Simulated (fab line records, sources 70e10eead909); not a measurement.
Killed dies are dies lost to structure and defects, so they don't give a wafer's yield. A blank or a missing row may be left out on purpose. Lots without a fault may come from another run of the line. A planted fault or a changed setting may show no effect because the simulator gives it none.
fab line records | flow nand_harc
record lots=24 wafers=72 last_day=25
route steps=1159 shown P_BONDPAD@376 A_CHANNEL_HOLE_D1@471 A_CHANNEL_FILL_D1@500
lots that met no fault: from a run of the same line without faults
start_h: hours from the record's first day to the start of the lot's first wafer shown | wait_h: hours since the lot's step before | " the same as in the row above | L1.1+2: a row that stands for several wafers | - no value, or no start given | * or withheld: withheld | < > ~ a bound
route shown NAME@n: a module of which the file shows steps, and the number in the route of the first | usual: mean/standard deviation of fault-free wafers | same: alike in all rows | chamber/n: place in a boat | sites: the reading at each site | _std_site: their standard deviation | _edge_site: outer sites' mean less inner sites' | radius_mm: how far each site lies from the wafer's centre | mask NAME#n: copy n | behind: the tool/chamber that last shaped the wafer | hold: why the lot was held/for how many hours/how that ended | device: the transistor (n, p or np) that didn't switch | end of line: the same wafers' tests at the end of the route | a step without rows: its recipe alone | killed: dies lost to structure and defects at the first sort, not the wafer's yield | map: a wafer's dies, x killed, . not, _ none there
set.NAME: the setting as run; set.NAME@STEP: as run at that earlier step | model.NAME: the simulator's own value behind a step, which no gauge read
steps of the route over a sample of lots; a table a step, a row a wafer
services: from which hour (start_h, from the record's first day; less than 0 if before it) a tool's chamber was out of use, for how many hours, and why
## steps
# step NHARC_P_BONDPAD_PVD_17
# recipe target_thk_a=50 bias_v=168.6 power_w=15000 chamber_pressure_pa=0.12 time_s=8.06 substrate_temp_c=50 material=TaN
# usual throttle_valve_pct=29.8/1.1
# columns lot.wafer tool chamber start_h wait_h throttle_valve_pct
L075.2 pvd_sputter-03 - - - 30.2
L075.3 " - " " 30.1
L075.6 " - " " 29.4
L074.3 pvd_sputter-01 - - - 30.2
L074.1 " - " " 29.6
L074.6 " - " " 29.6
L076.1 pvd_sputter-01 - - - 30.1
L076.4 " - " " 30.2
L076.5 " - " " 30.9
L077.1 pvd_sputter-01 - - - 29.5
L077.6 " - " " 30.0
L077.5 " - " " 30.2
L078.1 pvd_sputter-03 - - - 29.8
L078.4 " - " " 27.9
L078.6 " - " " 29.1
L079.1 pvd_sputter-03 - - - 30.0
L079.4 " - " " 30.0
L079.6 " - " " 29.4
L080.2 pvd_sputter-02 - - - 31.9
L080.4 " - " " 29.7
L080.6 " - " " 29.9
L081.1 pvd_sputter-01 - - - 30.0
L081.3 " - " " 30.0
L081.4 " - " " 31.1
L082.1 pvd_sputter-02 - - - 31.8
L082.2 " - " " 29.7
L082.4 " - " " 29.9
L083.1 pvd_sputter-03 - - - 27.9
L083.3 " - " " 30.1
L083.6 " - " " 30.0
L084.3 pvd_sputter-03 - - - 27.9
L084.5 " - " " 29.3
L084.6 " - " " 27.9
L087.2 pvd_sputter-01 - - - 30.8
L087.1 " - " " 29.5
L087.6 " - " " 29.8
L085.4 pvd_sputter-03 - - - 29.7
L085.3 " - " " 28.0
L085.5 " - " " 30.3
L086.4 pvd_sputter-01 - - - 30.2
L086.1 " - " " 29.7
L086.6 " - " " 31.0
L088.1 pvd_sputter-02 - - - 32.6
L088.3 " - " " 29.9
L088.5 " - " " 32.7
L089.2 pvd_sputter-03 - - - 28.0
L089.1 " - " " 29.9
L089.5 " - " " 27.6
L090.1 pvd_sputter-03 - - - 29.2
L090.2 " - " " 27.9
L090.4 " - " " 29.5
L091.4 pvd_sputter-02 - - - 29.8
L091.3 " - " " 29.6
L091.1 " - " " 29.4
L092.1 pvd_sputter-03 - - - 29.4
L092.5 " - " " 27.8
L092.6 " - " " 29.9
L093.2 pvd_sputter-01 - - - 30.4
L093.1 " - " " 30.8
L093.3 " - " " 29.8
L094.4 pvd_sputter-01 - - - 30.0
L094.3 " - " " 30.9
L094.6 " - " " 30.2
L095.2 pvd_sputter-03 - - - 29.1
L095.1 " - " " 30.0
L095.6 " - " " 28.2
L096.4 pvd_sputter-03 - - - 28.9
L096.2 " - " " 29.9
L096.5 " - " " 27.8
L097.3 pvd_sputter-02 - - - 29.9
L097.1 " - " " 29.8
L097.6 " - " " 32.3
# step NHARC_P_BONDPAD_THK_MEAS_20
# recipe thk_meas_gauge=xrf
# usual thk_nm=160.6/1.5
# columns lot.wafer tool chamber start_h wait_h thk_nm
L075.2 film_metro-01 - 134.99 - 161.5
L075.3 " - " " 160.6
L075.6 " - " " 160.4
L074.1 film_metro-02 - 135.24 - 160.7
L074.3 " - " " 160.5
L074.6 " - " " 159.7
L076.1 film_metro-02 - 145.38 - 161.4
L076.4 " - " " 161.0
L076.5 " - " " 163.3
L077.1 film_metro-01 - 146.35 - 159.7
L077.5 " - " " 161.7
L077.6 " - " " 161.1
L078.1 film_metro-01 - 155.96 - 159.0
L078.4 " - " " 160.2
L078.6 " - " " 162.3
L079.1 film_metro-02 - 162.30 - 161.8
L079.4 " - " " 158.5
L079.6 " - " " 159.5
L080.2 film_metro-01 - 168.41 - 161.7
L080.4 " - " " 158.3
L080.6 " - " " 161.3
L081.1 film_metro-01 - 171.82 - 161.4
L081.3 " - " " 159.1
L081.4 " - " " 162.0
L082.1 film_metro-02 - 180.59 - 164.2
L082.2 " - " " 163.0
L082.4 " - " " 161.4
L083.1 film_metro-01 - 184.61 - 160.9
L083.3 " - " " 160.5
L083.6 " - " " 160.8
L084.3 film_metro-02 - 201.96 - 160.2
L084.5 " - " " 159.8
L084.6 " - " " 160.7
L087.1 film_metro-02 - 205.01 - 161.3
L087.2 " - " " 161.2
L087.6 " - " " 161.1
L085.3 film_metro-02 - 206.68 - 163.4
L085.4 " - " " 161.2
L085.5 " - " " 162.8
L086.1 film_metro-01 - 212.25 - 160.6
L086.4 " - " " 163.4
L086.6 " - " " 160.0
L088.1 film_metro-02 - 213.59 - 163.1
L088.3 " - " " 161.7
L088.5 " - " " 162.6
L089.1 film_metro-01 - 220.68 - 159.3
L089.2 " - " " 159.1
L089.5 " - " " 156.4
L090.1 film_metro-02 - 232.52 - 161.9
L090.2 " - " " 160.3
L090.4 " - " " 162.5
L091.1 film_metro-02 - 236.48 - 158.4
L091.3 " - " " 158.7
L091.4 " - " " 160.3
L092.1 film_metro-02 - 239.39 - 162.1
L092.5 " - " " 160.0
L092.6 " - " " 162.1
L093.1 film_metro-01 - 242.61 - 157.9
L093.2 " - " " 159.7
L093.3 " - " " 160.4
L094.3 film_metro-01 - 251.20 - 157.9
L094.4 " - " " 161.3
L094.6 " - " " 159.6
L095.1 film_metro-01 - 251.86 - 161.6
L095.2 " - " " 162.0
L095.6 " - " " 161.7
L096.2 film_metro-01 - 265.21 - 161.1
L096.4 " - " " 162.2
L096.5 " - " " 161.5
L097.1 film_metro-02 - 275.32 - 162.2
L097.3 " - " " 158.6
L097.6 " - " " 158.9
# step NHARC_A_CHANNEL_HOLE_D1_ETCH_19
# recipe bias_v=1200 source_w=2500 pressure_mtorr=15 time_s=34.5 ar_flow_sccm=375 c4f8_flow_sccm=28.8 o2_flow_sccm=96.2 temp_c=-20 target_depth_a=* chemistry=C4F8/O2/Ar
# usual drypump_motor_current_A=5.31/0.19 o2_flow_sccm=96.2/0.32 showerhead_plenum_p_Torr=3.79/0.15 throttle_valve_pct=37.038/0.0094
# columns lot.wafer tool chamber start_h wait_h drypump_motor_current_A o2_flow_sccm rf_hours_counter_h showerhead_plenum_p_Torr throttle_valve_pct
L074.1 har_etch-02 0 178.87 0.1 5.14 96.5 98 3.93 37.038
L074.3 " 0 " " 5.13 96.4 - 3.93 37.038
L074.6 " 1 " " 5.20 96.4 - 3.58 37.021
L075.2 har_etch-01 0 180.23 0.1 5.62 95.6 192 3.87 37.037
L075.3 " 1 " " 5.37 96.0 - 3.87 37.043
L075.6 " 0 " " 5.63 95.9 - 3.87 37.033
L077.1 har_etch-02 1 188.53 0.1 5.23 96.2 102 3.58 37.032
L077.5 " 1 " " 5.21 96.4 - 3.58 37.057
L077.6 " 0 " " 5.15 95.8 - 3.93 37.040
L076.1 har_etch-01 0 188.69 0.1 5.64 96.4 196 3.87 37.045
L076.4 " 1 " " 5.39 96.3 - 3.87 37.033
L076.5 " 1 " " 5.41 95.9 - 3.87 37.040
L078.1 har_etch-02 1 200.80 0.1 5.20 96.1 109 3.58 37.040
L078.4 " 0 " " 5.13 95.6 - 3.92 37.044
L078.6 " 0 " " 5.14 96.5 - 3.92 37.046
L079.1 har_etch-02 1 204.94 1.3 5.20 96.8 113 3.57 37.038
L079.4 " 1 " " 5.18 96.4 - 3.57 37.050
L079.6 " 0 " " 5.14 96.2 - 3.92 37.057
L081.1 har_etch-01 1 212.72 0.1 5.35 95.8 201 3.87 37.024
L081.3 " 1 " " 5.38 96.2 - 3.87 37.030
L081.4 " 0 " " 5.65 95.6 - 3.87 37.033
L080.2 har_etch-02 0 212.83 0.1 5.12 96.2 117 3.92 37.033
L080.4 " 1 " " 5.27 95.8 - 3.57 37.038
L080.6 " 1 " " 5.21 95.9 - 3.57 37.051
L083.1 har_etch-02 0 232.32 0.1 5.11 96.0 122 3.91 37.055
L083.3 " 1 " " 5.22 96.1 - 3.57 37.037
L083.6 " 0 " " 5.15 95.9 - 3.91 37.029
L082.1 har_etch-01 1 233.44 0.1 5.38 95.8 208 3.86 37.042
L082.2 " 0 " " 5.64 96.7 208 3.86 37.036
L082.4 " 1 " " 5.38 95.7 - 3.86 37.031
L084.3 har_etch-01 1 245.89 0.1 5.38 96.1 - 3.86 37.038
L084.6 " 0 " " 5.66 96.3 - 3.86 37.037
L084.5 " 1 " " 5.39 95.9 - 3.86 37.049
L085.4 har_etch-02 1 246.51 0.1 5.20 96.3 - 3.56 37.027
L085.3 " 0 " " 5.12 96.0 - 3.91 37.031
L085.5 " 0 " " 5.12 95.8 - 3.91 37.042
L087.1 har_etch-01 0 250.00 1.9 5.64 96.9 219 3.86 37.043
L087.2 " 1 " " 5.36 96.9 219 3.86 37.054
L087.6 " 1 " " 5.39 96.3 - 3.86 37.053
L086.1 har_etch-02 0 255.35 0.1 5.15 96.8 136 3.91 37.043
L086.4 " 1 " " 5.24 96.3 - 3.56 37.039
L086.6 " 0 " " 5.13 96.6 - 3.91 37.043
L088.1 har_etch-01 1 256.30 0.4 5.41 96.0 224 3.85 37.032
L088.3 " 0 " " 5.64 96.1 - 3.85 37.042
L088.5 " 1 " " 5.38 96.2 - 3.85 37.048
L089.2 har_etch-02 0 266.15 0.1 5.12 95.4 141 3.90 37.022
L089.1 " 1 " " 5.19 96.4 141 3.56 37.034
L089.5 " 1 " " 5.20 96.1 - 3.56 37.040
L090.1 har_etch-02 0 272.83 0.1 5.11 95.9 145 3.90 37.036
L090.2 " 1 " " 5.25 96.0 145 3.56 37.038
L090.4 " 1 " " 5.21 96.2 - 3.56 37.046
L091.1 har_etch-01 0 279.30 0.1 5.62 96.5 233 3.85 37.038
L091.3 " 1 " " 5.39 96.3 - 3.85 37.051
L091.4 " 0 " " 5.64 96.5 - 3.85 37.041
L092.1 har_etch-02 0 280.43 0.1 5.13 96.4 149 3.90 37.035
L092.6 " 0 " " 5.13 96.5 - 3.90 37.039
L092.5 " 1 " " 5.18 96.2 - 3.55 37.035
L093.2 har_etch-01 1 289.92 0.1 5.38 96.1 237 3.85 37.039
L093.1 " 0 " " 5.64 96.6 237 3.85 37.022
L093.3 " 0 " " 5.63 96.0 - 3.85 37.050
L094.3 har_etch-02 1 296.07 0.1 5.14 96.4 - 3.55 37.037
L094.4 " 0 " " 5.12 96.2 - 3.89 37.032
L094.6 " 1 " " 5.19 96.4 - 3.55 37.020
L095.2 har_etch-01 1 297.74 0.1 5.33 96.1 242 3.84 37.044
L095.1 " 0 " " 5.64 96.5 242 3.84 37.050
L095.6 " 0 " " 5.65 96.1 - 3.84 37.044
L096.2 har_etch-02 0 306.34 0.1 5.13 96.0 158 3.89 37.043
L096.4 " 1 " " 5.24 95.9 - 3.55 37.031
L096.5 " 1 " " 5.24 96.0 - 3.55 37.012
L097.1 har_etch-02 0 323.03 2.5 5.14 96.2 174 3.88 37.021
L097.3 " 0 " " 5.14 96.6 - 3.88 37.024
L097.6 " 0 " " 5.15 96.0 - 3.88 37.040
# step NHARC_A_CHANNEL_HOLE_D1_ETCH_25
# recipe bias_v=5000 source_w=withheld pressure_mtorr=20 time_s=1040.2 ar_flow_sccm=375 c4f8_flow_sccm=93.8 o2_flow_sccm=31.2 temp_c=-20 target_depth_a=15000 chemistry=C4F8/O2/Ar
# usual drypump_motor_current_A=5.31/0.19 o2_flow_sccm=31.19/0.096 showerhead_plenum_p_Torr=3.74/0.14 throttle_valve_pct=32.235/0.01
# columns lot.wafer tool chamber start_h wait_h drypump_motor_current_A o2_flow_sccm rf_hours_counter_h showerhead_plenum_p_Torr throttle_valve_pct
L074.1 har_etch-02 0 181.75 0.6 5.13 30.95 101 3.87 32.223
L074.3 " 0 " " 5.13 31.31 - 3.87 32.247
L074.6 " 1 " " 5.19 31.27 - 3.54 32.234
L075.2 har_etch-01 0 183.12 0.6 5.65 31.17 195 3.82 32.234
L075.3 " 1 " " 5.38 31.07 - 3.82 32.253
L075.6 " 0 " " 5.64 31.20 - 3.82 32.252
L077.1 har_etch-02 1 191.44 0.7 5.19 31.26 105 3.54 32.241
L077.5 " 1 " " 5.19 31.21 - 3.54 32.227
L077.6 " 0 " " 5.12 31.03 - 3.87 32.214
L076.1 har_etch-01 0 191.59 0.6 5.63 31.11 199 3.82 32.234
L076.4 " 1 " " 5.36 31.30 - 3.82 32.225
L076.5 " 1 " " 5.45 31.28 - 3.82 32.216
L078.1 har_etch-02 1 203.82 0.7 5.18 31.33 112 3.53 32.240
L078.4 " 0 " " 5.12 31.22 - 3.86 32.236
L078.6 " 0 " " 5.13 31.19 - 3.86 32.254
L079.1 har_etch-02 1 207.82 0.6 5.20 31.16 116 3.53 32.219
L079.4 " 1 " " 5.18 31.14 - 3.53 32.226
L079.6 " 0 " " 5.14 31.26 - 3.86 32.247
L081.1 har_etch-01 1 215.64 0.6 5.41 31.21 204 3.81 32.245
L081.3 " 1 " " 5.38 31.18 - 3.81 32.238
L081.4 " 0 " " 5.64 31.14 - 3.81 32.239
L080.2 har_etch-02 0 215.87 0.7 5.12 31.13 120 3.86 32.241
L080.4 " 1 " " 5.24 31.08 - 3.53 32.227
L080.6 " 1 " " 5.26 31.10 - 3.53 32.240
L083.1 har_etch-02 0 235.34 0.7 5.12 31.22 125 3.86 32.229
L083.3 " 1 " " 5.19 31.01 - 3.53 32.235
L083.6 " 0 " " 5.15 31.21 - 3.86 32.247
L082.1 har_etch-01 1 236.36 0.6 5.40 31.32 211 3.81 32.221
L082.2 " 0 " " 5.65 31.25 211 3.81 32.231
L082.4 " 1 " " 5.39 31.25 - 3.81 32.254
L084.3 har_etch-01 1 249.18 0.7 5.37 31.11 - 3.80 32.229
L084.6 " 0 " " 5.64 31.26 - 3.81 32.235
L084.5 " 1 " " 5.39 31.07 - 3.80 32.231
L085.4 har_etch-02 1 249.65 0.7 5.22 31.33 - 3.52 32.233
L085.3 " 0 " " 5.12 31.18 - 3.85 32.245
L085.5 " 0 " " 5.14 31.24 - 3.85 32.221
L087.1 har_etch-01 0 252.90 0.7 5.65 31.14 222 3.80 32.239
L087.2 " 1 " " 5.38 31.27 222 3.80 32.245
L087.6 " 1 " " 5.39 31.17 - 3.80 32.238
L086.1 har_etch-02 0 258.36 0.7 5.13 31.15 139 3.85 32.239
L086.4 " 1 " " 5.20 31.18 - 3.52 32.245
L086.6 " 0 " " 5.14 30.98 - 3.85 32.232
L088.1 har_etch-01 1 259.31 0.7 5.40 31.11 227 3.80 32.252
L088.3 " 0 " " 5.63 31.10 - 3.80 32.229
L088.5 " 1 " " 5.39 31.09 - 3.80 32.240
L089.2 har_etch-02 0 269.08 0.7 5.12 31.21 144 3.85 32.235
L089.1 " 1 " " 5.18 31.25 144 3.52 32.240
L089.5 " 1 " " 5.19 31.31 - 3.52 32.229
L090.1 har_etch-02 0 275.72 0.6 5.14 31.32 148 3.84 32.233
L090.2 " 1 " " 5.21 31.22 148 3.51 32.212
L090.4 " 1 " " 5.16 31.22 - 3.52 32.224
L091.1 har_etch-01 0 282.33 0.6 5.63 31.05 236 3.79 32.234
L091.3 " 1 " " 5.40 31.39 - 3.80 32.241
L091.4 " 0 " " 5.63 31.01 - 3.80 32.241
L092.1 har_etch-02 0 283.35 0.7 5.12 31.29 152 3.84 32.231
L092.6 " 0 " " 5.12 31.18 - 3.84 32.236
L092.5 " 1 " " 5.22 31.20 - 3.51 32.218
L093.2 har_etch-01 1 292.81 0.6 5.37 31.12 239 3.79 32.242
L093.1 " 0 " " 5.64 31.09 239 3.79 32.232
L093.3 " 0 " " 5.62 31.15 - 3.79 32.238
L094.3 har_etch-02 1 299.22 0.7 5.24 31.30 - 3.51 32.242
L094.4 " 0 " " 5.12 31.25 - 3.84 32.221
L094.6 " 1 " " 5.22 31.28 - 3.51 32.239
L095.2 har_etch-01 1 300.63 0.6 5.35 30.96 245 3.79 32.247
L095.1 " 0 " " 5.64 31.20 245 3.79 32.229
L095.6 " 0 " " 5.64 31.32 - 3.79 32.259
L096.2 har_etch-02 0 309.34 0.7 5.11 31.13 161 3.84 32.235
L096.4 " 1 " " 5.21 31.18 - 3.51 32.227
L096.5 " 1 " " 5.19 31.19 - 3.51 32.246
L097.1 har_etch-02 0 325.92 0.6 5.14 31.22 177 3.83 32.236
L097.3 " 0 " " 5.12 31.22 - 3.83 32.246
L097.6 " 0 " " 5.13 31.16 - 3.83 32.237
# step NHARC_A_CHANNEL_HOLE_D1_STRIP_27
# recipe o2_flow_sccm=500 ar_flow_sccm=0 bias_w=0 chemistry=O2
# usual drypump_motor_current_A=5.7/0.34 o2_flow_sccm=499.7/1.5 oes_product_au=0.998/0.0095 rf_vpp_V=57.7/0.94 showerhead_plenum_p_Torr=3.52/0.16 throttle_valve_pct=17.036/0.0091
# columns lot.wafer tool chamber start_h wait_h drypump_motor_current_A o2_flow_sccm oes_product_au rf_hours_counter_h rf_vpp_V showerhead_plenum_p_Torr throttle_valve_pct
L074.3 rie_diel-02 0 - - 5.7 500.2 1.016 1 58.6 3.69 17.041
L074.1 " 3 " " 5.6 501.9 0.991 1 58.0 3.47 17.034
L074.6 " 0 " " 5.7 498.6 1.011 - 58.4 3.69 17.019
L075.2 rie_diel-11 3 - - 5.3 501.0 0.997 10 55.3 3.34 17.034
L075.3 " 0 " " 5.3 499.7 1.003 10 58.5 3.72 17.055
L075.6 " 2 " " 6.1 497.9 1.010 - 58.5 3.70 17.024
L077.1 rie_diel-02 1 - - 5.9 500.7 1.008 2 57.7 3.30 17.030
L077.5 " 0 " " 5.7 499.9 1.003 - 58.6 3.69 17.042
L077.6 " 1 " " 5.9 499.3 1.000 - 57.8 3.30 17.054
L076.1 rie_diel-02 0 - - 5.7 500.4 0.999 2 58.6 3.69 17.023
L076.4 " 2 " " 5.5 503.0 0.999 2 57.2 3.73 17.027
L076.5 " 0 " " 5.6 500.0 1.003 - 58.6 3.69 17.041
L078.4 rie_diel-11 2 - - 6.2 498.6 0.995 1 57.5 3.70 17.027
L078.1 " 3 " " 5.3 497.9 0.995 1 59.3 3.34 17.047
L078.6 " 1 " " 5.6 499.6 1.006 - 57.3 3.31 17.027
L079.4 rie_diel-11 3 - - 5.3 498.2 1.000 1 57.2 3.34 17.025
L079.1 " 2 " " 6.2 498.9 0.997 1 57.3 3.70 17.038
L079.6 " 0 " " 5.3 497.2 1.003 - 58.6 3.72 17.021
L081.3 rie_diel-11 2 - - 6.1 499.4 1.004 2 58.8 3.70 17.038
L081.4 " 3 " " 5.3 500.7 1.001 1 55.7 3.34 17.055
L081.1 " 1 " " 5.7 500.6 1.010 2 56.6 3.31 17.055
L080.2 rie_diel-02 1 - - 5.9 501.1 0.993 3 57.1 3.30 17.034
L080.4 " 3 " " 5.6 497.0 0.978 3 57.4 3.47 17.045
L080.6 " 1 " " 5.9 504.8 0.998 - 57.9 3.30 17.042
L083.3 rie_diel-11 3 - - 5.3 500.7 1.000 3 57.8 3.34 17.039
L083.1 " 1 " " 5.6 500.1 1.013 3 57.3 3.31 17.040
L083.6 " 0 " " 5.3 499.3 1.009 - 57.7 3.72 17.031
L082.2 rie_diel-07 3 - - 6.1 501.2 0.999 0 57.8 3.38 17.034
L082.1 " 0 " " 5.2 499.7 0.980 0 55.9 3.52 17.048
L082.4 " 2 " " 6.4 500.6 1.000 0 56.1 3.62 17.029
L084.3 rie_diel-07 2 - - 6.4 497.4 0.988 1 58.3 3.62 17.040
L084.5 " 0 " " 5.2 500.0 0.977 - 57.7 3.52 17.041
L084.6 " 1 " " 5.6 500.2 0.995 - 58.6 3.50 17.021
L085.4 rie_diel-11 3 - - 5.3 499.2 1.001 4 58.7 3.34 17.038
L085.3 " 0 " " 5.3 501.3 1.008 4 56.8 3.72 17.050
L085.5 " 1 " " 5.6 500.8 0.995 - 58.2 3.31 17.025
L087.1 rie_diel-07 1 - - 5.5 500.9 1.003 2 57.1 3.50 17.044
L087.2 " 2 " " 6.3 501.4 0.993 2 57.0 3.62 17.027
L087.6 " 1 " " 5.5 500.1 1.004 - 57.3 3.50 17.037
L086.4 rie_diel-11 0 - - 5.3 499.8 1.004 5 60.0 3.72 17.037
L086.1 " 2 " " 6.2 501.6 0.999 4 58.8 3.70 17.046
L086.6 " 0 " " 5.3 497.9 1.007 - 59.2 3.72 17.029
L088.3 rie_diel-07 1 - - 5.6 500.5 0.987 2 57.7 3.50 17.043
L088.1 " 2 " " 6.4 495.8 0.992 2 56.8 3.62 17.038
L088.5 " 1 " " 5.6 500.0 1.002 - 59.1 3.50 17.036
L089.2 rie_diel-02 1 - - 5.9 498.9 1.001 8 55.8 3.30 17.029
L089.1 " 2 " " 5.5 496.0 0.985 9 58.5 3.73 17.039
L089.5 " 2 " " 5.5 498.9 0.993 - 59.1 3.73 17.030
L090.1 rie_diel-02 2 - - 5.4 503.6 0.999 9 57.9 3.73 17.014
L090.4 " 3 " " 5.6 499.1 0.975 8 56.8 3.46 17.045
L090.2 " 0 " " 5.6 503.6 1.006 9 58.6 3.69 17.015
L091.4 rie_diel-02 2 - - 5.5 501.7 1.001 10 57.9 3.73 17.027
L091.1 " 3 " " 5.6 500.5 0.988 9 59.0 3.46 17.040
L091.3 " 0 " " 5.7 499.2 1.014 9 58.8 3.68 17.044
L092.1 rie_diel-02 0 - - 5.7 500.3 1.004 10 57.3 3.69 17.044
L092.5 " 0 " " 5.7 499.7 1.014 - 58.5 3.68 17.038
L092.6 " 1 " " 5.9 495.9 1.011 - 57.2 3.30 17.031
L093.2 rie_diel-07 3 - - 6.1 499.4 1.005 3 58.5 3.38 17.018
L093.3 " 0 " " 5.2 500.2 0.984 5 56.6 3.52 17.043
L093.1 " 2 " " 6.4 498.9 0.984 4 57.2 3.61 17.034
L094.3 rie_diel-07 0 - - 5.2 499.8 0.988 6 57.4 3.52 17.026
L094.4 " 2 " " 6.4 500.0 0.993 5 57.7 3.61 17.019
L094.6 " 1 " " 5.6 499.4 0.997 - 58.0 3.50 17.034
L095.1 rie_diel-02 2 - - 5.5 501.2 0.999 11 57.7 3.73 17.031
L095.2 " 0 " " 5.7 499.0 1.000 10 57.8 3.68 17.039
L095.6 " 2 " " 5.4 501.4 0.991 - 59.3 3.73 17.028
L096.2 rie_diel-11 1 - - 5.6 497.6 1.014 7 57.7 3.30 17.041
L096.4 " 2 " " 6.2 497.1 1.003 6 58.1 3.70 17.028
L096.5 " 2 " " 6.2 498.4 0.999 - 57.7 3.70 17.047
L097.1 rie_diel-07 0 - - 5.2 502.5 0.989 7 55.5 3.52 17.047
L097.3 " 2 " " 6.5 502.3 0.982 7 57.6 3.61 17.032
L097.6 " 1 " " 5.5 500.2 0.997 - 58.1 3.50 17.046
# step NHARC_A_CHANNEL_FILL_D1_ETCHBACK_20
# recipe target_depth_a=270 time_s=13.5 c4f8_flow_sccm=withheld o2_flow_sccm=8 ar_flow_sccm=withheld rf_w=600 bias_w=1500 chemistry=C4F8/O2/Ar
# usual oes_product_au=0.96/0.038 rf_vpp_V=984/5.3
# columns lot.wafer tool chamber start_h wait_h oes_product_au rf_hours_counter_h rf_vpp_V
L075.2 rie_diel-05 0 208.67 - 1.01 1 985
L075.3 " 3 " " 0.98 1 991
L075.6 " 0 " " 1.00 - 984
L074.3 rie_diel-03 1 208.69 - 0.92 6 981
L074.1 " 2 " " 0.92 6 975
L074.6 " 0 " " 0.91 - 986
L076.1 rie_diel-04 2 219.04 - 0.93 19 978
L076.4 " 0 " " 0.92 20 982
L076.5 " 3 " " 0.92 - 973
L077.1 rie_diel-05 3 219.07 - 1.00 1 987
L077.6 " 0 " " 1.01 - 985
L077.5 " 1 " " 0.99 - 990
L078.4 rie_diel-03 3 231.58 - 1.02 0 985
L078.1 " 0 " " 1.01 0 986
L078.6 " 0 " " 1.00 - 985
L079.4 rie_diel-04 3 234.94 - 0.92 22 971
L079.1 " 1 " " 0.93 23 985
L079.6 " 3 " " 0.92 - 973
L080.4 rie_diel-05 2 246.13 - 0.93 2 988
L080.2 " 0 " " 0.94 2 983
L080.6 " 2 " " 0.94 - 989
L081.1 rie_diel-04 3 246.16 - 0.92 24 971
L081.3 " 0 " " 0.92 24 982
L081.4 " 1 " " 0.92 25 986
L083.1 rie_diel-05 3 263.13 - 1.00 2 989
L083.3 " 1 " " 1.00 3 988
L083.6 " 3 " " 1.00 - 988
L082.1 rie_diel-04 2 263.14 - 0.94 26 978
L082.4 " 3 " " 0.92 27 972
L082.2 " 0 " " 0.93 27 981
L084.3 rie_diel-05 2 275.69 - 0.98 3 989
L084.5 " 1 " " 0.97 - 990
L084.6 " 2 " " 0.99 - 989
L085.4 rie_diel-04 2 275.77 - 0.92 - 977
L085.3 " 1 " " 0.92 - 987
L085.5 " 1 " " 0.92 - 989
L087.2 rie_diel-05 2 280.75 - 0.95 3 989
L087.1 " 0 " " 0.94 3 985
L087.6 " 2 " " 0.95 - 989
L088.3 rie_diel-05 1 287.27 - 0.93 3 988
L088.1 " 0 " " 0.94 3 986
L088.5 " 1 " " 0.92 - 986
L086.4 rie_diel-05 1 287.33 - 1.02 3 988
L086.1 " 0 " " 1.02 3 984
L086.6 " 1 " " 1.00 - 989
L089.1 rie_diel-05 3 296.47 - 0.92 3 988
L089.2 " 2 " " 0.95 3 988
L089.5 " 3 " " 0.91 - 987
L090.2 rie_diel-05 2 306.65 - 0.95 3 988
L090.4 " 3 " " 0.93 3 989
L090.1 " 0 " " 0.94 3 985
L092.1 rie_diel-03 1 306.66 - 1.00 2 982
L092.6 " 2 " " 0.99 - 974
L092.5 " 3 " " 1.02 - 985
L091.4 rie_diel-03 3 306.70 - 0.94 2 985
L091.1 " 0 " " 0.93 1 987
L091.3 " 1 " " 0.93 2 982
L093.1 rie_diel-03 2 320.52 - 0.93 2 973
L093.3 " 3 " " 0.94 2 985
L093.2 " 0 " " 0.92 2 985
L094.4 rie_diel-05 0 326.08 - 1.02 4 986
L094.3 " 1 " " 1.00 4 988
L094.6 " 0 " " 1.02 - 985
L095.2 rie_diel-03 3 326.10 - 0.95 2 986
L095.1 " 1 " " 0.94 3 984
L095.6 " 3 " " 0.94 - 985
L096.2 rie_diel-05 0 339.28 - 1.02 5 984
L096.4 " 3 " " 1.01 4 988
L096.5 " 1 " " 1.00 - 989
L097.1 rie_diel-04 2 352.28 - 0.98 12 977
L097.3 " 3 " " 0.99 11 971
L097.6 " 0 " " 1.00 - 981
## services
# columns tool chamber start_h hours kind
rie_diel-02 1 129.41 9.7 repair
rie_diel-05 0 135.60 6.1 repair
rie_diel-02 2 136.05 7.4 repair
pvd_sputter-03 - 140.79 10.0 pm
rie_diel-02 - 150.70 9.0 pm
pvd_sputter-01 - 158.00 10.0 pm
rie_diel-05 - 163.60 9.0 pm
rie_diel-11 3 173.10 4.8 repair
rie_diel-05 - 184.13 0.2 repair
rie_diel-11 - 189.51 9.0 pm
har_etch-01 - 199.91 7.6 repair
har_etch-01 - 207.76 3.0 repair
rie_diel-11 2 223.60 8.0 repair
rie_diel-02 3 256.32 3.9 repair
pvd_sputter-01 - 268.12 9.5 repair
pvd_sputter-03 - 268.85 1.5 repair
rie_diel-11 2 272.41 19.8 repair
har_etch-01 - 274.04 0.7 repair
rie_diel-05 1 293.21 6.2 repair
har_etch-01 - 305.00 17.0 pm
pvd_sputter-03 - 318.79 10.0 pm
rie_diel-02 - 327.70 9.0 pm
rie_diel-05 - 340.60 9.0 pm
rie_diel-02 0 350.89 9.2 repair
## key
fault none
